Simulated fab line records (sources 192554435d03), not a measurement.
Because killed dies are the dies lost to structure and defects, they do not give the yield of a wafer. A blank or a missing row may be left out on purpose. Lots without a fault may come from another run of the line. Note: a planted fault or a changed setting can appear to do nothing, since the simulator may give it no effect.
fab line records	flow n5Finfet
record lots=10	wafers=29	lastDay=18
route steps=1938 shown HKMG_FIN@462 GATE_CUT@474 BEOL_M4@1111 PASSIVATION@1936
lots untouched by any fault: they come from a run of this same line in which no faults occurred
startH: start of the lot's first displayed wafer, in hours after the record's first day	waitH: how many hours have passed since the lot's step before this one	" identical to the entry in the row above	L1.1+2: several wafers, shown together as one row	- either no value or no given start	* or withheld: withheld	< > ~ a bound
route shown NAME@n: a module of which the file shows steps, and the number in the route of the first	usual: mean/standard deviation of fault-free wafers	same: alike in all rows	chamber/n: place in a boat	sites: each site's reading	_std_site: how widely they spread, as a standard deviation	_edge_site: the outer-site mean with the inner-site mean subtracted	radiusMm: for every site, how far away it sits from the centre of the wafer	mask NAME#n: copy n	behind: the last tool/chamber to shape the wafer	hold: what put the lot on hold/how long, in hours/how the hold closed	device: the transistor (n, p or np) that didn't switch	end of line: tests run on the same wafers once the route is complete	step lacking rows: just its recipe	killed: dies that structure and defects cost at the first sort, which is not the same as the wafer's yield	map: a wafer's dies, x killed, . not, _ none there
set.NAME: the setting that was run; set.NAME@STEP: the one run at that earlier step	model.NAME: the simulator's own value behind a step, which no gauge read
steps of the route over a sample of lots; a table a step, a row a wafer
services: a tool's chamber out of use, with start hour (startH, from the record's first day; less than 0 if before it), hours out, and reason
## steps
# step N5_HKMG_FIN_CMP_94
# recipe stopOn=SiNx	postCmpClean=wDiluteNh4oh	tOverpolishS=4.7	downForcePsi=4	platenRpm=50.289	padVelocityMS=1.0006	targetThkNm=43.299
# usual motorCurrentA=12.0/1.2	padLifeWafers=1006/640	platenRpm=50.29/0.034
lot.wafer	tool	chamber	startH	waitH	motorCurrentA	padLifeWafers	platenRpm
L282.4	cmp-04	1	90.52	0.4	12.5	396	50.29
L282.1	"	3	"	"	12.1	398	50.34
L282.6	"	1	"	"	12.0	-	50.27
L283.2	cmp-04	0	95.22	0.3	13.7	428	50.29
L283.3	"	1	"	"	11.9	429	50.29
L286.2	cmp-01	0	109.67	0.4	10.9	1692	50.31
L286.3	"	3	"	"	14.5	1695	50.32
L286.5	"	1	"	"	10.2	-	50.24
L287.1	cmp-01	3	116.05	0.3	14.5	1753	50.26
L287.3	"	0	"	"	10.6	1754	50.30
L287.4	"	1	"	"	10.6	1755	50.33
L290.1	cmp-04	2	135.05	0.4	12.3	690	48.21
L290.3	"	0	"	"	13.2	692	50.30
L290.2	"	1	"	"	11.7	693	50.29
L291.3	cmp-03	1	142.63	0.3	11.5	1339	50.28
L291.4	"	3	"	"	10.9	1341	50.28
L291.6	"	1	"	"	11.2	-	50.23
L293.4	cmp-04	2	153.31	0.3	12.8	817	48.28
L293.1	"	0	"	"	14.0	819	50.23
L293.5	"	1	"	"	11.7	-	50.30
L298.1	cmp-01	3	183.96	0.3	14.6	115	50.25
L298.4	"	0	"	"	10.9	116	50.31
L298.6	"	3	"	"	14.2	-	50.29
L302.4	cmp-03	1	206.55	0.4	11.7	1836	50.34
L302.2	"	0	"	"	11.4	1839	50.29
L302.5	"	1	"	"	11.5	-	50.26
L304.3	cmp-01	1	216.95	0.4	10.3	396	50.30
L304.1	"	2	"	"	11.8	397	50.35
L304.4	"	3	"	"	14.6	398	50.32
# step N5_GATE_CUT_PECVD_57
# recipe material=SiNx	targetThkA=210	tempC=400	precursor=SiH4/NH3/N2	pressureTorr=1.5	rfW=300
# usual heaterPowerW=812/160	showerheadPlenumPTorr=5.14/0.086	throttleValvePct=39.5/2.3
lot.wafer	tool	chamber	startH	waitH	heaterPowerW	showerheadPlenumPTorr	throttleValvePct
L282.1	pecvd-04	0	93.59	1.1	811	5.14	36.9
L282.4	"	2	"	"	716	5.22	37.2
L282.6	"	0	"	"	823	5.14	36.6
L283.2	pecvd-02	2	98.74	1.1	940	5.05	43.3
L283.3	"	0	"	"	817	5.01	36.8
L286.2	pecvd-02	0	112.74	1.1	864	5.02	37.0
L286.3	"	2	"	"	1061	5.04	43.2
L286.5	"	2	"	"	1070	5.03	43.3
L287.1	pecvd-01	0	119.08	1.1	809	5.24	37.6
L287.3	"	1	"	"	583	5.23	40.0
L287.4	"	0	"	"	852	5.27	37.5
L290.1	pecvd-02	1	138.22	1.1	766	5.18	40.9
L290.2	"	0	"	"	903	5.00	36.8
L290.3	"	2	"	"	971	5.03	43.5
L291.3	pecvd-01	2	145.67	1.1	1106	5.11	37.6
L291.4	"	2	"	"	1111	5.12	37.8
L291.6	"	1	"	"	614	5.25	40.2
L293.1	pecvd-02	2	156.35	1.1	1090	5.04	43.4
L293.4	"	2	"	"	1068	5.04	43.7
L293.5	"	0	"	"	910	5.01	37.0
L298.1	pecvd-04	2	187.32	1.1	695	5.23	37.6
L298.4	"	2	"	"	699	5.20	37.3
L298.6	"	2	"	"	701	5.23	37.3
L302.2	pecvd-04	2	209.62	1.1	748	5.22	37.6
L302.4	"	1	"	"	690	5.07	42.9
L302.5	"	0	"	"	778	5.14	37.2
L304.1	pecvd-01	1	220.11	1.1	702	5.23	40.4
L304.3	"	1	"	"	685	5.24	40.2
L304.4	"	2	"	"	1071	5.11	37.8
# step N5_GATE_CUT_CMP_02
# recipe stopOn=SiO2	tOverpolishS=12.7	postCmpClean=alkalineBrush	downForcePsi=2.5	platenRpm=51.8	padVelocityMS=1.0307	targetThkNm=0
# usual motorCurrentA=8.5/0.82	overpolishRunS=12.702/0.0098	padLifeWafers=1325/550	platenRpm=51.80/0.034	timeToEndpointS=25.3/2.5
lot.wafer	tool	chamber	startH	waitH	motorCurrentA	overpolishRunS	padLifeWafers	platenRpm	timeToEndpointS
L282.1	cmp-03	3	93.70	0.1	8.4	12.714	967	51.81	30.6
L282.4	"	0	"	"	9.0	12.715	968	51.77	30.3
L282.6	"	2	"	"	7.9	12.709	-	51.82	30.7
L283.2	cmp-02	1	98.81	0.1	9.9	12.698	978	51.76	23.7
L283.3	"	3	"	"	8.4	12.697	980	51.83	23.4
L286.3	cmp-03	3	112.85	0.1	8.8	12.710	1117	51.77	25.1
L286.2	"	1	"	"	8.5	12.708	1119	51.83	24.0
L286.5	"	2	"	"	8.4	12.688	-	51.81	24.5
L287.3	cmp-03	0	119.22	0.1	8.7	12.694	1159	51.83	23.7
L287.4	"	1	"	"	8.6	12.703	1160	51.85	24.5
L287.1	"	2	"	"	7.7	12.700	1161	51.83	25.1
L290.3	cmp-03	1	138.30	0.1	8.3	12.722	1308	51.77	24.8
L290.2	"	3	"	"	8.2	12.698	1310	51.78	26.0
L290.1	"	0	"	"	8.6	12.679	1311	51.80	24.0
L291.3	cmp-01	2	145.78	0.1	9.0	12.684	1981	51.81	27.4
L291.4	"	3	"	"	10.7	12.715	1982	51.80	25.4
L291.6	"	2	"	"	9.0	12.700	-	51.74	25.7
L293.1	cmp-01	0	156.46	0.1	8.1	12.714	2059	51.83	18.2
L293.4	"	2	"	"	9.1	12.716	2061	51.78	22.9
L293.5	"	3	"	"	10.6	12.699	-	51.83	24.9
L298.4	cmp-02	1	187.45	0.1	9.3	12.694	1651	51.79	27.3
L298.1	"	2	"	"	8.4	12.689	1652	51.78	21.7
L298.6	"	1	"	"	9.7	12.715	-	51.83	25.2
L302.2	cmp-03	3	209.83	0.2	8.5	12.701	1867	51.79	26.2
L302.4	"	0	"	"	8.7	12.711	1868	51.75	25.2
L302.5	"	2	"	"	8.1	12.688	-	51.81	26.8
L304.1	cmp-03	3	220.21	0.1	8.5	12.697	1962	51.81	26.8
L304.4	"	0	"	"	8.9	12.707	1963	51.84	24.4
L304.3	"	1	"	"	8.5	12.687	1964	51.85	24.8
# step N5_GATE_CUT_HM_DEP_46
# recipe material=SiO2	targetThkA=1300	tempC=400	precursor=TEOS/O2	pressureTorr=6.5	rfW=900	teosFlowSccm=161.4	gas=O2	flowSccm=2650	timeS=26.6
# usual heaterPowerW=591/140	showerheadPlenumPTorr=8.35/0.041	throttleValvePct=18.5/1.1
lot.wafer	tool	chamber	startH	waitH	heaterPowerW	showerheadPlenumPTorr	throttleValvePct
L282.1	pecvd-04	1	93.99	0.0	498	8.31	20.0
L282.4	"	0	"	"	614	8.34	17.5
L282.6	"	2	"	"	568	8.37	17.4
L283.2	pecvd-01	2	99.15	0.0	836	8.35	17.4
L283.3	"	1	"	"	490	8.36	18.7
L286.2	pecvd-01	1	113.14	0.0	482	8.42	18.7
L286.3	"	0	"	"	642	8.41	17.5
L286.5	"	2	"	"	799	8.32	17.6
L287.1	pecvd-02	1	119.51	0.0	549	8.36	19.1
L287.3	"	0	"	"	643	8.29	17.4
L287.4	"	2	"	"	801	8.30	20.1
L290.1	pecvd-02	0	138.63	0.0	648	8.27	17.5
L290.2	"	1	"	"	544	8.37	19.0
L290.3	"	2	"	"	869	8.30	20.3
L291.3	pecvd-02	1	146.07	0.0	506	8.37	19.2
L291.4	"	0	"	"	564	8.27	17.2
L291.6	"	2	"	"	836	8.31	19.9
L293.1	pecvd-04	2	156.76	0.0	503	8.37	17.4
L293.4	"	1	"	"	463	8.28	20.0
L293.5	"	2	"	"	504	8.36	17.6
L298.1	pecvd-04	2	187.75	0.0	560	8.37	17.5
L298.4	"	1	"	"	510	8.31	20.0
L298.6	"	1	"	"	515	8.31	20.2
L302.2	pecvd-04	2	210.13	0.0	427	8.37	17.7
L302.4	"	1	"	"	410	8.32	20.2
L302.5	"	2	"	"	436	8.38	17.6
L304.1	pecvd-01	1	220.54	0.0	474	8.40	19.1
L304.3	"	2	"	"	878	8.34	17.7
L304.4	"	1	"	"	487	8.38	19.0
# step N5_BEOL_M4_RC_MEAS_101
# usual DIBL_N=36.0/2.2	DIBL_P=36.2/2.4	IOFF_N=0.16/0.035	IOFF_P=0.21/0.037	ION_N=672/13	ION_P=461/7	SS_N=71.4/0.69	SS_P=73.2/0.75	VT_N=250/3.4	VT_P=-251/3
lot.wafer	tool	chamber	startH	waitH	DIBL_N[mV/V]	DIBL_P[mV/V]	IOFF_N[nA/um]	IOFF_P[nA/um]	ION_N[uA/um]	ION_P[uA/um]	SS_N[mV/dec]	SS_P[mV/dec]	VT_N[mV]	VT_P[mV]
L283.2	prober-01	0	202.54	0.2	38.5	37.1	0.18	0.22	671	458	72.7	73.8	247	-250
L283.3	"	0	"	"	39.2	37.9	0.21	0.24	679	458	71.8	73.9	248	-246
L282.1	prober-02	0	207.70	0.0	33.4	33.8	0.13	0.17	678	460	70.8	72.1	252	-251
L282.4	"	0	"	"	30.8	32.2	0.10	0.16	659	462	70.2	72.1	257	-254
L282.6	"	0	"	"	33.7	34.7	0.14	0.19	679	465	70.8	72.4	249	-253
L287.1	prober-01	0	235.09	0.0	35.2	34.8	0.14	0.18	665	455	71.1	72.2	253	-255
L287.3	"	0	"	"	32.3	32.9	0.11	0.16	655	454	70.3	71.8	254	-252
L287.4	"	0	"	"	35.6	36.0	0.14	0.19	667	461	71.0	72.8	251	-254
L286.2	prober-02	0	236.88	0.2	37.0	39.5	0.18	0.26	667	465	72.0	74.1	252	-250
L286.3	"	0	"	"	36.6	38.0	0.17	0.23	674	460	71.6	74.1	248	-251
L286.5	"	0	"	"	34.1	35.2	0.13	0.19	660	463	71.6	72.9	254	-254
L290.1	prober-02	0	261.06	0.0	40.6	41.8	0.22	0.27	697	467	72.3	74.2	246	-247
L290.2	"	0	"	"	37.0	38.9	0.14	0.20	661	457	71.7	73.3	254	-249
L290.3	"	0	"	"	39.7	41.3	0.20	0.24	671	457	72.9	74.5	247	-249
L291.3	prober-02	0	264.73	0.3	34.0	32.1	0.13	0.18	666	458	71.1	72.2	253	-250
L291.4	"	0	"	"	36.6	35.7	0.18	0.24	673	470	72.5	73.2	246	-246
L291.6	"	0	"	"	33.7	32.3	0.12	0.18	665	460	70.4	72.5	253	-248
L293.1	prober-02	0	271.14	0.0	38.0	37.7	0.17	0.22	666	463	72.0	74.5	251	-251
L293.4	"	0	"	"	37.4	37.5	0.16	0.22	669	457	71.3	73.8	252	-249
L293.5	"	0	"	"	40.8	40.8	0.24	0.28	692	470	72.7	74.1	244	-248
L298.1	prober-01	0	302.65	0.0	36.3	34.9	0.13	0.19	659	452	71.5	73.4	252	-250
L298.4	"	0	"	"	32.1	30.5	0.09	0.14	651	450	69.7	72.0	258	-256
L298.6	"	0	"	"	32.0	30.6	0.09	0.14	647	452	69.8	71.9	259	-254
L302.2	prober-02	0	333.93	0.2	36.0	34.2	0.14	0.21	677	467	71.6	73.0	251	-244
L302.4	"	0	"	"	39.7	38.0	0.20	0.28	687	476	71.6	73.2	247	-243
L302.5	"	0	"	"	38.7	37.5	0.18	0.26	677	471	71.9	73.5	247	-245
L304.1	prober-01	0	341.10	0.0	36.0	35.5	0.14	0.20	676	466	70.8	73.0	251	-249
L304.3	"	0	"	"	37.5	37.4	0.18	0.24	682	473	71.7	73.2	249	-247
L304.4	"	0	"	"	36.2	36.2	0.16	0.21	678	466	71.3	73.0	250	-248
# step N5_PASSIVATION_PROBE_49
# usual defectLimitedYield=91.2/1.4	killed_at_M0_to_M3=34/9.4	killed_at_M4_up=14/5.6	killedAtContacts=13/7.8	killedAtFrontEnd=37/10	killedAtOther=4/3.3	killedDies=103/17	killedOpen=68/13	killedShort=33/8.2	sort_bin_5_function=5.1/0.92	sort_bin_6_memory=3.3/0.71	sort_bin_8_speed=0.01/0.043	sortNPass=1077/17
# same grossDies=1180	killedAtBackSide=0	sort_bin_4_leakage[%]=0
lot.wafer	tool	chamber	startH	waitH	defectLimitedYield[%]	killed_at_M0_to_M3	killed_at_M4_up	killedAtContacts	killedAtFrontEnd	killedAtOther	killedDies	killedOpen	killedShort	sort_bin_5_function[%]	sort_bin_6_memory[%]	sort_bin_8_speed[%]	sortNPass
L287.1	prober-01	-	338.14	0.0	89.8	52	20	7	40	1	120	87	32	5.6	4.3	0	1060
L287.3	prober-01	-	338.24	0.1	90.4	52	18	6	32	5	113	71	42	5.6	3.6	0	1067
L287.4	prober-01	-	338.29	0.2	90.6	51	13	6	40	1	111	79	32	5.1	4.1	0	1069
L291.3	prober-02	-	372.64	0.1	91.0	54	10	16	25	1	106	68	33	5.3	3.1	0	1074
# killed by level:class
L287.1 BEOL_M2:geometricParticle:open=18 STI_FIN_REVEAL:geometricParticle:open=17 BEOL_M4:geometricParticle:open=13 BEOL_M0_SAQP:geometricParticle:open=11 STI_FIN_REVEAL:geometricParticle:short=9 MOL_CONTACT_COAG:geometricParticle:open=6 BEOL_M2:geometricParticle:short=6 BEOL_M3:geometricParticle:open=6
L287.3 BEOL_M4:geometricParticle:open=13 BEOL_M0_SAQP:geometricParticle:open=10 BEOL_M3:geometricParticle:open=9 BEOL_M0_SAQP:geometricParticle:short=8 BEOL_M1:geometricParticle:open=8 BEOL_M2:geometricParticle:open=8 FIN_SAQP:geometricParticle:short=6 MOL_CONTACT_COAG:geometricParticle:open=5
L287.4 STI_FIN_REVEAL:geometricParticle:open=18 BEOL_M2:geometricParticle:open=13 FIN_SAQP:geometricParticle:open=11 BEOL_M1:geometricParticle:open=10 BEOL_M2:geometricParticle:short=8 BEOL_M3:geometricParticle:open=7 BEOL_M4:geometricParticle:open=6 MOL_CONTACT_COAG:geometricParticle:open=5
L291.3 BEOL_M3:geometricParticle:open=18 BEOL_M0_SAQP:geometricParticle:short=17 MOL_CONTACT_COAG:geometricParticle:open=15 BEOL_M0_SAQP:geometricParticle:open=6 GATE_CUT:geometricParticle:short=5 GATE_CUT:geometricParticle:open=4 BEOL_M3:geometricParticle:short=4 BEOL_M6:geometricParticle:open=4
## services
tool	chamber	startH	hours	kind
cmp-03	-	67.79	2.6	repair
pecvd-01	0	72.94	5.8	repair
cmp-03	-	76.05	1.3	repair
pecvd-04	1	76.48	2.1	scheduledDown
pecvd-04	-	90.71	2.8	pm
cmp-01	-	92.15	6.0	repair
pecvd-02	2	103.80	5.5	scheduledDown
pecvd-02	-	108.77	0.9	repair
cmp-04	-	112.58	3.5	pm
cmp-02	-	129.15	4.9	repair
pecvd-02	1	133.93	2.1	scheduledDown
pecvd-01	-	142.64	2.8	pm
pecvd-01	0	152.59	28.6	repair
cmp-01	-	153.41	0.8	repair
cmp-01	-	166.14	4.0	pm
pecvd-04	0	185.76	4.8	repair
pecvd-01	-	188.11	1.8	repair
pecvd-02	0	192.78	19.7	repair
cmp-02	-	205.60	1.3	repair
pecvd-01	0	206.51	20.5	repair
cmp-04	-	209.07	7.8	pm
cmp-02	-	209.24	0.8	repair
pecvd-02	2	212.45	-	clean
pecvd-02	2	212.45	-	consumableReplace:showerhead
## key
firstSign step=N5_HKMG_FIN_CMP_94	reading=platenRpm	direction=down	sigmas=60	usual=50.29	struck=48.25
effect none on later readings
metAt N5_HKMG_FIN_CMP_94
struckLots L290,L293
struckWafers L290.1,L293.4
baselineLoss step=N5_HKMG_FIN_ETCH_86	wafers=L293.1
notActingAt N5_GATE_CUT_PECVD_57,N5_GATE_CUT_CMP_02,N5_GATE_CUT_HM_DEP_46
fault kind=processParameterDrift	tool=cmp-04	chamber=2	onsetH=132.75	steps=N5_HKMG_FIN_CMP_94	channel=platenRpm	offset=-2.0116	shape=step	endH=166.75	actsIn=theseRecipesOnly	stated=50.289
# baselineLoss: these wafers lose ten dies or more at that step, a loss of the line's own and not of a fault; the sort's usual values leave them out
